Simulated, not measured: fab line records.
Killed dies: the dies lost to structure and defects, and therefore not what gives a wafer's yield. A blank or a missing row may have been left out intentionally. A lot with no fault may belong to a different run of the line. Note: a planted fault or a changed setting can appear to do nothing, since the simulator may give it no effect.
fab line records	flow n5Finfet	part 1 of 2: steps 1 to 22 of 28
record: lots: 5	wafers: 15	lastDay: 16
route steps=1938 shown FIN_SAQP@92
lots that met no fault: from a run of the same line without faults
startH: start of the lot's first displayed wafer, in hours after the record's first day	waitH: hours from the lot's prior step to this one	" unchanged from the row above	L1.1+2: one row covering several wafers at once	- no value, or no start was given	* or withheld: withheld	< > ~ a bound
route shown NAME@n: names a module that has steps shown in the file, with the first one's number in the route	usual: mean and standard deviation over wafers with no fault	same: alike in all rows	chamber/n: place in a boat	sites: per-site readings	_std_site: the values' standard deviation	_edge_site: inner sites' mean taken away from outer sites' mean	radiusMm: for every site, how far away it sits from the centre of the wafer	mask NAME#n: copy n	behind: the tool/chamber that last shaped the wafer	hold: the reason the lot was held/the length of the hold in hours/how it ended	device: whichever transistor did not switch (one of n, p or np)	end of line: the route-end tests of the same wafers	where a step has no rows: the recipe by itself	killed: at the first sort, the dies lost to defects and structure; wafer yield is something else	map: shows each die of a wafer: x if killed, . if not, _ if none is there
set.NAME: the setting that was run; set.NAME@STEP: the one run at that earlier step	model.NAME: the simulator's own value behind a step, which no gauge read
certain route steps with their lots: each step a table, each wafer a row
services: from which hour (startH, from the record's first day; less than 0 if before it) a tool's chamber was out of use, for how many hours, and why
== steps ==
step: N5_FIN_SAQP_PRECLEAN_44
recipe: chemistry: SC2	timeS: 45	tempC: 35	mix: 1:1:50
lot.wafer	tool	chamber	startH	waitH
L074.1+2+6	wetBench-04	2,1,7	20.79	0.0
L075.3+4+6	wetBench-05	1,4,3	27.11	0.0
L079.1+3+5	wetBench-04	4,5,1	50.69	0.0
L080.3+5+6	wetBench-05	3,7,5	58.17	0.0
L090.3+4+6	wetBench-04	0,6,7	118.66	0.0
step: N5_FIN_SAQP_SRD_01
recipe: dry: ipaMarangoni	timeS: 30	tempC: 23	rinseLiquid: diw
lot.wafer	tool	chamber	startH	waitH
L074.1+2+6	wetBench-04	2,1,7	20.80	0.0
L075.3+4+6	wetBench-05	1,4,3	27.12	0.0
L079.1+3+5	wetBench-04	4,5,1	50.70	0.0
L080.3+5+6	wetBench-05	3,7,5	58.18	0.0
L090.3+4+6	wetBench-04	0,6,7	118.67	0.0
step: N5_FIN_SAQP_ALD_61
recipe: material: SiO2	targetThkA: 40	tempC: 300	aldPrecursorFamily: BDEAS	aldCoReactant: O2-plasma	pulseTimeS: 1	purgeTimeS: 2	coReactantPurgeTimeS: 2	aldCycles: 43	pressureTorr: 2
usual: heaterPowerW: 475/54	precursorPulseHeightRel: 1.000/0.02
same: coReactantPurgeTimeS: 2
lot.wafer	tool	chamber	startH	waitH	heaterPowerW	precursorPulseHeightRel
L074.1	aldSin-01	3	20.85	0.0	466	0.970
L074.2	"	2	"	"	478	1.018
L074.6	"	1	"	"	385	0.983
L075.3	aldSin-04	2	27.16	0.0	542	1.001
L075.4	"	0	"	"	469	0.974
L075.6	"	0	"	"	476	1.042
L079.1	aldSin-01	1	51.05	0.3	391	1.038
L079.3	"	0	"	"	437	1.034
L079.5	"	2	"	"	481	1.011
L080.3	aldSin-02	3	58.23	0.0	478	1.025
L080.5	"	3	"	"	481	0.965
L080.6	"	0	"	"	604	1.000
L090.3	aldSin-02	2	118.71	0.0	503	1.026
L090.4	"	0	"	"	619	1.025
L090.6	"	3	"	"	480	0.960
step: N5_FIN_SAQP_DENSIFY_62
recipe: tempC: 700	timeS: 60	ambient: N2	idleTempC: 600	rampUpCPerS: 150	rampDownCPerS: 60	coolToC: 600
usual: lampPowerPct: 9.85/0.055	lamp_zone_3_pct: 9.847/0.011	wafer_temp_C_max: 703.4/0.61
lot.wafer	tool	chamber	startH	waitH	lampPowerPct	lamp_zone_3_pct	wafer_temp_C_max
L074.1	rtpAnneal-01	0	21.31	0.4	9.84	9.851	703.2
L074.2	"	0	"	"	9.78	9.849	703.1
L074.6	"	0	"	"	9.83	9.853	703.8
L075.3	rtpAnneal-01	0	27.43	0.2	9.84	9.842	703.0
L075.4	"	0	"	"	9.78	9.836	703.4
L075.6	"	0	"	"	9.75	9.841	703.8
L079.1	rtpAnneal-02	0	51.25	0.1	9.82	9.847	702.6
L079.3	"	0	"	"	9.82	9.850	703.9
L079.5	"	0	"	"	9.78	9.850	703.1
L080.3	rtpAnneal-02	0	58.67	0.4	9.85	9.843	704.6
L080.5	"	0	"	"	9.89	9.846	703.2
L080.6	"	0	"	"	9.82	9.848	703.1
L090.3	rtpAnneal-02	0	118.98	0.2	9.87	9.853	703.3
L090.4	"	0	"	"	9.88	9.867	703.6
L090.6	"	0	"	"	9.76	9.842	703.1
step: N5_FIN_SAQP_HM_DEP_03
recipe: material: SiNx	targetThkA: 380	tempC: 400	precursor: SiH4/NH3/N2	pressureTorr: 1.5	rfW: 300	timeS: 33.6
usual: heaterPowerW: 779/98	rfFwdPowerW: 297.5/1.2	showerheadPlenumPTorr: 5.10/0.057	throttleValvePct: 39.3/1.3
lot.wafer	tool	chamber	startH	waitH	heaterPowerW	rfFwdPowerW	showerheadPlenumPTorr	throttleValvePct
L074.1	pecvd-01	2	21.52	0.2	850	299.1	5.11	38.2
L074.2	"	0	"	"	819	297.7	5.11	39.3
L074.6	"	2	"	"	839	298.7	5.11	38.0
L075.3	pecvd-02	1	27.58	0.1	801	296.6	5.15	40.7
L075.4	"	1	"	"	793	296.9	5.16	40.8
L075.6	"	0	"	"	656	297.6	5.16	39.1
L079.1	pecvd-01	1	51.48	0.2	737	298.5	5.07	40.1
L079.3	"	0	"	"	854	299.2	5.11	39.4
L079.5	"	1	"	"	712	297.8	5.07	40.1
L080.3	pecvd-04	0	58.82	0.1	703	299.1	5.00	40.1
L080.5	"	0	"	"	702	298.2	5.01	40.0
L080.6	"	1	"	"	938	295.3	5.05	39.1
L090.3	pecvd-02	2	119.13	0.1	783	299.2	5.03	39.4
L090.4	"	0	"	"	592	298.9	5.14	39.1
L090.6	"	2	"	"	759	299.4	5.03	39.3
step: N5_FIN_SAQP_THK_MEAS_05
usual: thkNm: 38.2/0.48
lot.wafer	tool	chamber	startH	waitH	thkNm
L074.1	filmMetro-02	-	21.61	0.1	38.1
L074.2	"	-	"	"	38.0
L074.6	"	-	"	"	39.0
L075.3	filmMetro-01	-	27.67	0.1	37.4
L075.4	"	-	"	"	37.7
L075.6	"	-	"	"	38.3
L079.1	filmMetro-02	-	51.60	0.1	38.0
L079.3	"	-	"	"	38.7
L079.5	"	-	"	"	38.6
L080.3	filmMetro-02	-	58.91	0.1	38.1
L080.5	"	-	"	"	38.8
L080.6	"	-	"	"	38.5
L090.3	filmMetro-01	-	119.22	0.1	38.1
L090.4	"	-	"	"	38.3
L090.6	"	-	"	"	38.7
step: N5_FIN_SAQP_PECVD_47
recipe: material: a-Si	targetThkA: 450	tempC: 400	precursor: SiH4/He	pressureTorr: 3	rfW: 100	timeS: 36.3
usual: heaterPowerW: 860/110	rfFwdPowerW: 98.9/0.43	showerheadPlenumPTorr: 5.63/0.046	throttleValvePct: 17.9/0.68
lot.wafer	tool	chamber	startH	waitH	heaterPowerW	rfFwdPowerW	showerheadPlenumPTorr	throttleValvePct
L074.1	pecvd-04	0	21.65	0.0	771	99.2	5.57	18.4
L074.2	"	1	"	"	1025	98.8	5.60	17.7
L074.6	"	0	"	"	783	99.1	5.57	18.1
L075.3	pecvd-01	2	27.71	0.0	934	99.2	5.65	17.2
L075.4	"	2	"	"	910	99.1	5.64	17.4
L075.6	"	1	"	"	864	98.5	5.62	18.6
L079.1	pecvd-04	2	51.63	0.0	926	98.5	5.72	16.2
L079.3	"	0	"	"	715	99.1	5.57	18.4
L079.5	"	2	"	"	912	98.6	5.71	16.2
L080.3	pecvd-02	1	58.95	0.0	908	98.4	5.67	18.8
L080.5	"	0	"	"	669	98.8	5.68	17.9
L080.6	"	2	"	"	854	99.5	5.60	17.8
L090.3	pecvd-04	0	119.26	0.0	704	99.2	5.57	18.5
L090.4	"	2	"	"	970	98.2	5.72	16.3
L090.6	"	1	"	"	922	99.1	5.59	17.8
step: N5_FIN_SAQP_PECVD_48
recipe: material: SiNx	targetThkA: 250	tempC: 400	precursor: SiH4/NH3/N2	pressureTorr: 1.5	rfW: 300	timeS: 22.1
usual: heaterPowerW: 781/110	rfFwdPowerW: 296.7/1.4	showerheadPlenumPTorr: 5.10/0.063	throttleValvePct: 39.2/1.5
lot.wafer	tool	chamber	startH	waitH	heaterPowerW	rfFwdPowerW	showerheadPlenumPTorr	throttleValvePct
L074.1	pecvd-04	0	21.71	0.0	575	298.3	5.01	40.1
L074.2	"	1	"	"	918	296.2	5.05	39.0
L074.6	"	0	"	"	618	297.2	5.00	40.2
L075.3	pecvd-01	2	27.75	0.0	866	299.8	5.13	37.8
L075.4	"	2	"	"	862	300.0	5.11	37.9
L075.6	"	1	"	"	781	296.2	5.07	40.0
L079.1	pecvd-04	2	51.68	0.0	884	295.5	5.20	35.0
L079.3	"	0	"	"	613	297.0	5.00	40.2
L079.5	"	2	"	"	881	294.9	5.18	35.3
L080.3	pecvd-02	1	58.99	0.0	936	294.3	5.16	40.8
L080.5	"	0	"	"	583	298.4	5.15	39.2
L080.6	"	2	"	"	781	297.7	5.02	39.0
L090.3	pecvd-04	0	119.30	0.0	675	297.4	5.00	40.6
L090.4	"	2	"	"	776	296.8	5.21	35.7
L090.6	"	1	"	"	925	295.2	5.04	38.7
step: N5_FIN_SAQP_PECVD_06
recipe: material: a-Si	targetThkA: 600	tempC: 400	precursor: SiH4/He	pressureTorr: 3	rfW: 100	timeS: 48.1
usual: heaterPowerW: 852/110	rfFwdPowerW: 99.2/0.37	showerheadPlenumPTorr: 5.64/0.046	throttleValvePct: 17.8/0.65
lot.wafer	tool	chamber	startH	waitH	heaterPowerW	rfFwdPowerW	showerheadPlenumPTorr	throttleValvePct
L074.1	pecvd-04	0	21.77	0.0	673	99.5	5.56	18.4
L074.2	"	1	"	"	1000	99.0	5.60	17.6
L074.6	"	0	"	"	662	99.3	5.57	18.2
L075.3	pecvd-01	2	27.79	0.0	907	99.4	5.65	17.4
L075.4	"	2	"	"	874	99.6	5.65	17.4
L075.6	"	1	"	"	739	99.3	5.60	18.3
L079.1	pecvd-04	2	51.72	0.0	845	99.3	5.70	16.3
L079.3	"	0	"	"	768	98.8	5.57	18.3
L079.5	"	2	"	"	830	99.0	5.72	16.1
L080.3	pecvd-02	1	59.03	0.0	984	99.1	5.71	18.7
L080.5	"	0	"	"	647	99.5	5.67	17.8
L080.6	"	2	"	"	832	99.2	5.59	17.7
L090.3	pecvd-04	0	119.34	0.0	780	99.6	5.54	18.5
L090.4	"	2	"	"	932	99.1	5.71	16.1
L090.6	"	1	"	"	1000	99.6	5.60	17.7
step: N5_FIN_SAQP_THK_MEAS_07
usual: thkNm: 60.3/0.94
lot.wafer	tool	chamber	startH	waitH	thkNm
L074.1	filmMetro-01	-	21.89	0.1	59.7
L074.2	"	-	"	"	59.6
L074.6	"	-	"	"	61.3
L075.3	filmMetro-02	-	27.88	0.1	59.0
L075.4	"	-	"	"	60.4
L075.6	"	-	"	"	62.5
L079.1	filmMetro-01	-	51.80	0.1	61.8
L079.3	"	-	"	"	59.9
L079.5	"	-	"	"	61.5
L080.3	filmMetro-01	-	59.12	0.1	59.9
L080.5	"	-	"	"	60.4
L080.6	"	-	"	"	60.3
L090.3	filmMetro-02	-	119.43	0.1	60.3
L090.4	"	-	"	"	61.4
L090.6	"	-	"	"	59.6
step: N5_FIN_SAQP_HM_DEP_72
recipe: material: SiO2	targetThkA: 120	tempC: 400	precursor: SiH4/N2O	pressureTorr: 0.75	rfW: 275	timeS: 7.2
usual: heaterPowerW: 784/110	rfFwdPowerW: 272.4/1.2	showerheadPlenumPTorr: 8.06/0.14
lot.wafer	tool	chamber	startH	waitH	heaterPowerW	rfFwdPowerW	showerheadPlenumPTorr
L074.1	pecvd-02	2	21.92	0.0	788	273.1	7.92
L074.2	"	0	"	"	594	271.4	8.16
L074.6	"	0	"	"	591	273.4	8.18
L075.3	pecvd-04	0	27.94	0.1	644	272.7	7.87
L075.4	"	1	"	"	892	271.6	7.95
L075.6	"	0	"	"	644	273.5	7.86
L079.1	pecvd-02	1	51.84	0.0	858	271.4	8.19
L079.3	"	2	"	"	743	274.1	7.92
L079.5	"	1	"	"	860	271.2	8.19
L080.3	pecvd-02	2	59.15	0.0	783	272.9	7.90
L080.5	"	1	"	"	827	272.2	8.20
L080.6	"	0	"	"	664	272.9	8.17
L090.3	pecvd-02	1	119.46	0.0	862	270.6	8.19
L090.4	"	1	"	"	870	269.4	8.20
L090.6	"	2	"	"	805	274.5	7.91
step: N5_FIN_SAQP_COAT_49
recipe: resist: SOC	tempC: 250	timeS: 60	spinRpm: 1500	resistThkNm: 100
usual: chillPlateTempC: 23.00/0.12
lot.wafer	tool	chamber	startH	waitH	chillPlateTempC
L074.1	lithoTrack-05	0	22.00	0.1	23.01
L074.2	"	0	"	"	22.96
L074.6	"	0	"	"	23.13
L075.3	lithoTrack-05	0	28.01	0.1	23.12
L075.4	"	0	"	"	22.87
L075.6	"	0	"	"	23.05
L079.1	lithoTrack-03	0	51.92	0.1	22.98
L079.3	"	0	"	"	23.06
L079.5	"	0	"	"	23.04
L080.3	lithoTrack-05	0	59.23	0.1	22.95
L080.5	"	0	"	"	22.98
L080.6	"	0	"	"	22.90
L090.3	lithoTrack-01	0	119.54	0.1	22.98
L090.4	"	0	"	"	23.03
L090.6	"	0	"	"	23.23
step: N5_FIN_SAQP_COAT_50
recipe: resist: SiARC	tempC: 220	timeS: 60	spinRpm: 1500	resistThkNm: 35
usual: chillPlateTempC: 23.03/0.11
lot.wafer	tool	chamber	startH	waitH	chillPlateTempC
L074.1	lithoTrack-05	0	-	-	22.99
L074.2	"	0	"	"	23.05
L074.6	"	0	"	"	22.91
L075.3	lithoTrack-05	0	-	-	22.89
L075.4	"	0	"	"	22.94
L075.6	"	0	"	"	23.03
L079.1	lithoTrack-03	0	-	-	22.96
L079.3	"	0	"	"	22.91
L079.5	"	0	"	"	23.08
L080.3	lithoTrack-05	0	-	-	22.98
L080.5	"	0	"	"	22.94
L080.6	"	0	"	"	23.06
L090.3	lithoTrack-01	0	-	-	22.99
L090.4	"	0	"	"	23.25
L090.6	"	0	"	"	23.03
step: N5_FIN_SAQP_COAT_10
recipe: resist: CAR-ArF	spinRpm: 1500	resistThkNm: 90
usual: chillPlateTempC: 22.98/0.12
lot.wafer	tool	chamber	startH	waitH	chillPlateTempC
L074.1	lithoTrack-05	0	-	-	22.93
L074.2	"	0	"	"	22.93
L074.6	"	0	"	"	22.84
L075.3	lithoTrack-05	0	-	-	22.95
L075.4	"	0	"	"	22.82
L075.6	"	0	"	"	22.84
L079.1	lithoTrack-03	0	-	-	23.31
L079.3	"	0	"	"	23.06
L079.5	"	0	"	"	23.12
L080.3	lithoTrack-05	0	-	-	23.07
L080.5	"	0	"	"	23.08
L080.6	"	0	"	"	23.15
L090.3	lithoTrack-01	0	-	-	23.02
L090.4	"	0	"	"	22.99
L090.6	"	0	"	"	23.04
step: N5_FIN_SAQP_EBR_12
recipe: solvent: PGMEA	ebrWidthMm: 1.5
usual: chillPlateTempC: 22.99/0.1
same: ebrWidthMm: 1.5
lot.wafer	tool	chamber	startH	waitH	chillPlateTempC
L074.1	lithoTrack-05	0	-	-	22.94
L074.2	"	0	"	"	22.98
L074.6	"	0	"	"	23.07
L075.3	lithoTrack-05	0	-	-	22.98
L075.4	"	0	"	"	23.01
L075.6	"	0	"	"	22.99
L079.1	lithoTrack-03	0	-	-	23.05
L079.3	"	0	"	"	22.91
L079.5	"	0	"	"	23.14
L080.3	lithoTrack-05	0	-	-	22.87
L080.5	"	0	"	"	23.08
L080.6	"	0	"	"	22.94
L090.3	lithoTrack-01	0	-	-	23.03
L090.4	"	0	"	"	22.99
L090.6	"	0	"	"	23.04
step: N5_FIN_SAQP_SOFTBAKE_11
recipe: tempC: 110	timeS: 60	resist: CAR-ArF
usual: chillPlateTempC: 23.02/0.12
lot.wafer	tool	chamber	startH	waitH	chillPlateTempC
L074.1	lithoTrack-05	0	-	-	22.97
L074.2	"	0	"	"	22.92
L074.6	"	0	"	"	23.10
L075.3	lithoTrack-05	0	-	-	22.98
L075.4	"	0	"	"	22.92
L075.6	"	0	"	"	22.94
L079.1	lithoTrack-03	0	-	-	22.85
L079.3	"	0	"	"	22.87
L079.5	"	0	"	"	22.97
L080.3	lithoTrack-05	0	-	-	23.26
L080.5	"	0	"	"	23.10
L080.6	"	0	"	"	23.12
L090.3	lithoTrack-01	0	-	-	22.96
L090.4	"	0	"	"	22.95
L090.6	"	0	"	"	23.00
step: N5_FIN_SAQP_EXPOSE_13
recipe: maskId: FIN_CORE	na: 1.35	sourceShape: dipole	sigmaInner: 0.538	sigmaOuter: 0.738	polarization: te	targetCdNm: 35.6	doseMj: 63.25
usual: stageVelMmS: 500.03/0.27
lot.wafer	tool	chamber	startH	waitH	mask	stageVelMmS
L074.1	arfiScanner-01	0	22.24	-	FIN_CORE#0	499.80
L074.2	"	0	"	"	FIN_CORE#0	500.09
L074.6	"	0	"	"	FIN_CORE#0	500.27
L075.3	arfiScanner-03	0	28.27	-	FIN_CORE#0	499.90
L075.4	"	0	"	"	FIN_CORE#0	499.87
L075.6	"	0	"	"	FIN_CORE#0	499.80
L079.1	arfiScanner-02	0	52.04	-	FIN_CORE#0	500.03
L079.3	"	0	"	"	FIN_CORE#0	500.53
L079.5	"	0	"	"	FIN_CORE#0	500.16
L080.3	arfiScanner-01	0	59.49	-	FIN_CORE#0	499.97
L080.5	"	0	"	"	FIN_CORE#0	500.27
L080.6	"	0	"	"	FIN_CORE#0	500.18
L090.3	arfiScanner-02	0	119.67	-	FIN_CORE#0	499.90
L090.4	"	0	"	"	FIN_CORE#0	500.00
L090.6	"	0	"	"	FIN_CORE#0	499.90
step: N5_FIN_SAQP_PEB_14
recipe: pebTempC: withheld	pebTimeS: 60	resist: CAR-ArF
usual: chillPlateTempC: 23.02/0.096
lot.wafer	tool	chamber	startH	waitH	chillPlateTempC
L074.1	lithoTrack-05	0	22.30	0.1	23.11
L074.2	"	0	"	"	23.15
L074.6	"	0	"	"	23.13
L075.3	lithoTrack-01	0	28.32	0.0	23.05
L075.4	"	0	"	"	23.16
L075.6	"	0	"	"	23.18
L079.1	lithoTrack-03	0	52.10	0.1	23.08
L079.3	"	0	"	"	22.91
L079.5	"	0	"	"	22.99
L080.3	lithoTrack-05	0	59.54	0.0	23.10
L080.5	"	0	"	"	23.16
L080.6	"	0	"	"	23.17
L090.3	lithoTrack-01	0	119.72	0.0	23.13
L090.4	"	0	"	"	22.97
L090.6	"	0	"	"	22.99
step: N5_FIN_SAQP_DEVELOP_15
recipe: developTimeS: 30	developer: TMAH	resist: CAR-ArF	devTempC: 23	rinseLiquid: diw	dry: airSpin
usual: chillPlateTempC: 23.03/0.1
lot.wafer	tool	chamber	startH	waitH	chillPlateTempC
L074.1	lithoTrack-05	0	-	-	23.22
L074.2	"	0	"	"	23.05
L074.6	"	0	"	"	23.02
L075.3	lithoTrack-01	0	-	-	23.03
L075.4	"	0	"	"	22.98
L075.6	"	0	"	"	23.10
L079.1	lithoTrack-03	0	-	-	22.99
L079.3	"	0	"	"	23.05
L079.5	"	0	"	"	22.99
L080.3	lithoTrack-05	0	-	-	22.93
L080.5	"	0	"	"	23.02
L080.6	"	0	"	"	23.03
L090.3	lithoTrack-01	0	-	-	22.97
L090.4	"	0	"	"	22.87
L090.6	"	0	"	"	23.08
step: N5_FIN_SAQP_CD_MEAS_16
recipe: targetCdNm: 35.6	landingEnergyEv: 500	detector: seInlens
usual: cdNm: 35.53/0.28
lot.wafer	tool	chamber	startH	waitH	cdNm
L074.1	cdSem-03	0	22.37	-	35.76
L074.2	"	0	"	"	35.92
L074.6	"	0	"	"	35.43
L075.3	cdSem-03	0	28.39	-	35.73
L075.4	"	0	"	"	35.91
L075.6	"	0	"	"	35.70
L079.1	cdSem-03	0	52.16	-	35.59
L079.3	"	0	"	"	35.36
L079.5	"	0	"	"	35.01
L080.3	cdSem-02	0	59.61	-	35.38
L080.5	"	0	"	"	35.40
L080.6	"	0	"	"	35.19
L090.3	cdSem-03	0	119.79	-	35.54
L090.4	"	0	"	"	35.77
L090.6	"	0	"	"	35.74
step: N5_FIN_SAQP_OVL_MEAS_17
recipe: pointsPerWafer: 44
usual: FIN_CORE_OVL: 0.2/0.82
same: pointsPerWafer: 44
lot.wafer	tool	chamber	startH	waitH	FIN_CORE_OVL[nm]
L074.1	overlay-01	0	22.41	0.0	0.0
L074.2	"	0	"	"	1.1
L074.6	"	0	"	"	-0.1
L075.3	overlay-02	0	28.43	0.0	0.9
L075.4	"	0	"	"	-0.1
L075.6	"	0	"	"	0.0
L079.1	overlay-02	0	52.20	0.0	-0.3
L079.3	"	0	"	"	-0.3
L079.5	"	0	"	"	-0.2
L080.3	overlay-02	0	59.64	0.0	-0.8
L080.5	"	0	"	"	-0.2
L080.6	"	0	"	"	-0.3
L090.3	overlay-02	0	119.83	0.0	0.6
L090.4	"	0	"	"	-0.3
L090.6	"	0	"	"	-1.0
step: N5_FIN_SAQP_INSPECT_18
recipe: mode: adi	inspectInstrument: brightfield
usual: rawDefectCount: 438/130
lot.wafer	tool	chamber	startH	waitH	rawDefectCount
L074.1	defectInspect-01	-	22.43	0.0	481
L074.2	"	-	"	"	430
L074.6	"	-	"	"	299
L075.3	defectInspect-02	-	28.45	0.0	302
L075.4	"	-	"	"	477
L075.6	"	-	"	"	368
L079.1	defectInspect-01	-	52.23	0.0	451
L079.3	"	-	"	"	339
L079.5	"	-	"	"	308
L080.3	defectInspect-02	-	59.67	0.0	656
L080.5	"	-	"	"	462
L080.6	"	-	"	"	482
L090.3	defectInspect-02	-	119.85	0.0	682
L090.4	"	-	"	"	443
L090.6	"	-	"	"	511
